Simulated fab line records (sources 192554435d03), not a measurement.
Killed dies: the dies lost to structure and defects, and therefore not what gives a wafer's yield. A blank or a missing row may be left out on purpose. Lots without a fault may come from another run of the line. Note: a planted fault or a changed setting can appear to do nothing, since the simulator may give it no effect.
Lot-split experiment | flow n5-finfet | on a route of 1938 steps: 7 lots, 39 wafers read

## THE SPLIT
At N5_SD_EPI_N_EPI_21 (deposits Si:P, time 690 s), the setting time-s was moved away from the recipe's 690 s on 15 of the 39 wafers read, by -58.0% to +47.4%. The other wafers ran this setting at the recipe's value.

## FROM THE SPLIT TO THE READING: what the file shows between them, 6 steps
- N5_SD_EPI_N_EPI_MEAS_23
- N5_SD_EPI_N_PRECLEAN_24: cleans in O3/DIW, time 60 s
- N5_SD_EPI_N_SRD_25: time 30 s
- N5_SD_EPI_N_PRECLEAN_49: cleans in NF3:NH3, afs cycles 1, time 20 s, sublimation time 60 s
- N5_SD_ACTIVATION_RTA_00: time 0 s
- N5_SD_ACTIVATION_LSA_01: time 0.0008 s

## THE READING
RS_SD_N (ohm/sq), read at N5_SD_ACTIVATION_RS_MEAS_03 with a four-point probe. A value of 21.92 ohm/sq with a standard deviation of 0.29 ohm/sq is what fault-free wafers of this fab line usually give.

wafer  | tool, chamber at the split | time-s as run, s | against the recipe | RS_SD_N, ohm/sq | against lot-mates on the recipe
L077.1 | epi-rpcvd-04, 0            | 879.3            | +27.4%             | 18.24           | -3.61
L077.2 | epi-rpcvd-04, 0            | 690              | recipe             | 22.02           | -
L077.3 | epi-rpcvd-04, 0            | 879.3            | +27.4%             | 18.53           | -3.32
L077.4 | epi-rpcvd-04, 0            | 879.3            | +27.4%             | 18.41           | -3.44
L077.5 | epi-rpcvd-04, 0            | 690              | recipe             | 21.81           | -
L077.6 | epi-rpcvd-04, 0            | 690              | recipe             | 21.73           | -
L083.1 | epi-rpcvd-02, 0            | 690              | recipe             | 22.06           | -
L083.2 | epi-rpcvd-02, 0            | 690              | recipe             | 21.50           | -
L083.3 | epi-rpcvd-02, 0            | 690              | recipe             | 21.80           | -
L083.4 | epi-rpcvd-02, 0            | 690              | recipe             | 22.20           | -
L083.5 | epi-rpcvd-02, 0            | 690              | recipe             | 21.99           | -
L083.6 | epi-rpcvd-02, 0            | 690              | recipe             | 21.85           | -
L088.1 | epi-rpcvd-03, 0            | 524.4            | -24.0%             | 26.88           | +4.97
L088.2 | epi-rpcvd-03, 0            | 690              | recipe             | 21.78           | -
L088.3 | epi-rpcvd-03, 0            | 524.4            | -24.0%             | 26.62           | +4.71
L088.4 | epi-rpcvd-03, 0            | 690              | recipe             | 22.00           | -
L088.5 | epi-rpcvd-03, 0            | 690              | recipe             | 21.95           | -
L088.6 | epi-rpcvd-03, 0            | 524.4            | -24.0%             | 27.07           | +5.16
L089.1 | epi-rpcvd-02, 0            | 1017             | +47.4%             | 16.42           | -5.56
L089.2 | epi-rpcvd-02, 0            | 690              | recipe             | 21.98           | -
L089.3 | epi-rpcvd-02, 0            | 1017             | +47.4%             | 16.48           | -5.50
L089.4 | epi-rpcvd-02, 0            | 690              | recipe             | 21.98           | -
L089.5 | epi-rpcvd-02, 0            | 1017             | +47.4%             | 16.62           | -5.36
L089.6 | epi-rpcvd-02, 0            | 690              | recipe             | 21.98           | -
L094.1 | epi-rpcvd-04, 0            | 690              | recipe             | 21.45           | -
L094.2 | epi-rpcvd-04, 0            | 291.2            | -57.8%             | 47.95           | +26.30
L094.3 | epi-rpcvd-04, 0            | 690              | recipe             | 21.59           | -
L094.4 | epi-rpcvd-04, 0            | 291.2            | -57.8%             | 47.78           | +26.13
L094.5 | epi-rpcvd-04, 0            | 291.2            | -57.8%             | 47.38           | +25.73
L094.6 | epi-rpcvd-04, 0            | 690              | recipe             | 21.92           | -
L095.4 | epi-rpcvd-03, 0            | 690              | recipe             | 21.58           | -
L095.5 | epi-rpcvd-03, 0            | 690              | recipe             | 21.68           | -
L095.6 | epi-rpcvd-03, 0            | 690              | recipe             | 21.78           | -
L097.1 | epi-rpcvd-03, 0            | 690              | recipe             | 21.85           | -
L097.2 | epi-rpcvd-03, 0            | 690              | recipe             | 22.12           | -
L097.3 | epi-rpcvd-03, 0            | 690              | recipe             | 21.83           | -
L097.4 | epi-rpcvd-03, 0            | 289.8            | -58.0%             | 48.99           | +27.06
L097.5 | epi-rpcvd-03, 0            | 289.8            | -58.0%             | 48.42           | +26.49
L097.6 | epi-rpcvd-03, 0            | 289.8            | -58.0%             | 48.88           | +26.95

FIT RESULTS
A straight line over all 39 wafers: RS_SD_N changes by -0.329 ohm/sq for each +1% of time-s; r = -0.92; the points scatter about the line by 4 ohm/sq.
The same after taking each lot's own level away (the mean of its wafers on the recipe; 39 wafers): -0.331 ohm/sq for each +1%; r = -0.92; scatter 4 ohm/sq.
Per that fit: largest time-s move, reading shift of 19 ohm/sq.
The lots' own levels span 21.653 to 21.980 ohm/sq, that is 1.1 times the standard deviation above.
Consequently the slope shifts little with the lot-to-lot level, the two slopes agreeing.
Check: with one of the wafers moved furthest among these (-58.0%) left out of the fit, the line predicts +20.5 ohm/sq for it against its lot-mates. It came out at +27.1 ohm/sq against them.

## ADDITIONAL SPLITS CARRIED BY THESE WAFERS
Before the reading, these wafers also passed through other splits. Each is held against what the fit with the lots' levels taken away leaves over:
other split on the same wafers | wafers away from the commonest value | r with RS_SD_N (lot level and that fit taken away)
N5_FIN_SAQP_HM_DEP_03 time-s   | 12                                   | +0.29

## THE WHOLE CHAIN: every reading that the file lists as answering this split, in the file's order
step                        | what it does                 | reading                                                                         | change (the file's fit)               | r (the file's)
N5_SD_EPI_N_EPI_21          | deposits Si:P, time 690 s    | Si-P_of_SD_EPI_N_EPI_21.thk-nm (the simulator's own value, which no gauge read) | +0.507 nm for each +1% of the setting | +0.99
N5_SD_EPI_N_EPI_MEAS_23     |                              | thk-nm                                                                          | withheld for each +1% of the setting  | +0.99
N5_SD_EPI_N_PRECLEAN_24     | cleans in O3/DIW, time 60 s  | Si-P_of_SD_EPI_N_EPI_21.thk-nm (the simulator's own value, which no gauge read) | +0.503 nm for each +1% of the setting | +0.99
N5_SD_ACTIVATION_RS_MEAS_03 | measures by four-point-probe | RS_SD_N                                                                         | -0.344 for each +1% of the setting    | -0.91

## THE FILE'S OWN FIT
RS_SD_N changes by -0.344 ohm/sq for each +1% of time-s, r = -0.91.
